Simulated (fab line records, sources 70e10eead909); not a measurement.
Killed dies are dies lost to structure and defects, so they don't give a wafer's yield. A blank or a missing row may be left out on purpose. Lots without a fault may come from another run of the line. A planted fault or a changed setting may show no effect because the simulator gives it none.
Chamber matching | flow nand_harc | NHARC_HYBRID_BOND_ACTIVATE_00 on rie_diel-05: 4 sister chambers
The step chemistry N2, time 60 s. 8 wafers are shown with their chamber, then 12 later ones without.

WAFERS WITH THEIR CHAMBER
wafer  | chamber | showerhead_plenum_p_Torr (Torr) | drypump_motor_current_A (A)
L839.4 | 0       | 1.88                            | 5.0
L845.2 | 1       | 1.63                            | 5.2
L848.2 | 2       | 1.78                            | 5.7
L848.5 | 3       | 1.74                            | 5.7
L848.6 | 2       | 1.78                            | 5.7
L850.2 | 1       | 1.62                            | 5.2
L850.4 | 3       | 1.74                            | 5.8
L850.5 | 0       | 1.87                            | 4.9

WAFERS WITHOUT THEIR CHAMBER
wafer  | showerhead_plenum_p_Torr (Torr) | drypump_motor_current_A (A)
L849.2 | 1.87                            | 5.0
L849.4 | 1.62                            | 5.2
L849.5 | 1.74                            | 5.7
L855.2 | 1.74                            | 5.7
L855.4 | 1.87                            | 5.0
L855.6 | 1.74                            | 5.8
L856.2 | 1.87                            | 4.9
L856.4 | 1.78                            | 5.7
L856.6 | 1.87                            | 4.9
L857.1 | 1.74                            | 5.8
L857.2 | 1.87                            | 4.9
L857.3 | 1.92                            | 5.2

WHICH CHAMBER EACH WENT THROUGH
wafer  | from the rows above | in truth
L849.2 | 0                   | 0
L849.4 | 1                   | 1
L849.5 | 3                   | 3
L855.2 | 3                   | 3
L855.4 | 0                   | 0
L855.6 | 3                   | 3
L856.2 | 0                   | 0
L856.4 | 2                   | 2
L856.6 | 0                   | 0
L857.1 | 3                   | 3
L857.2 | 0                   | 0
L857.3 | 0                   | 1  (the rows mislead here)
Placed correctly: 11 of 12. Can't be placed from these rows: 0. Placed wrongly: 1.
How it was worked out, from the rows above alone: a wafer's distance from a chamber is the root of the sum, over the readings, of the square of ((its reading less the chamber's mean) divided by the reading's scatter). The wafer belongs to the nearest chamber; if the next one is less than 2 further off, it can't be placed. A chamber's mean is the mean of its shown wafers. The scatter: the root of (the sum of the squares of (reading less its chamber's mean) over the shown wafers, divided by (wafers less chambers)).
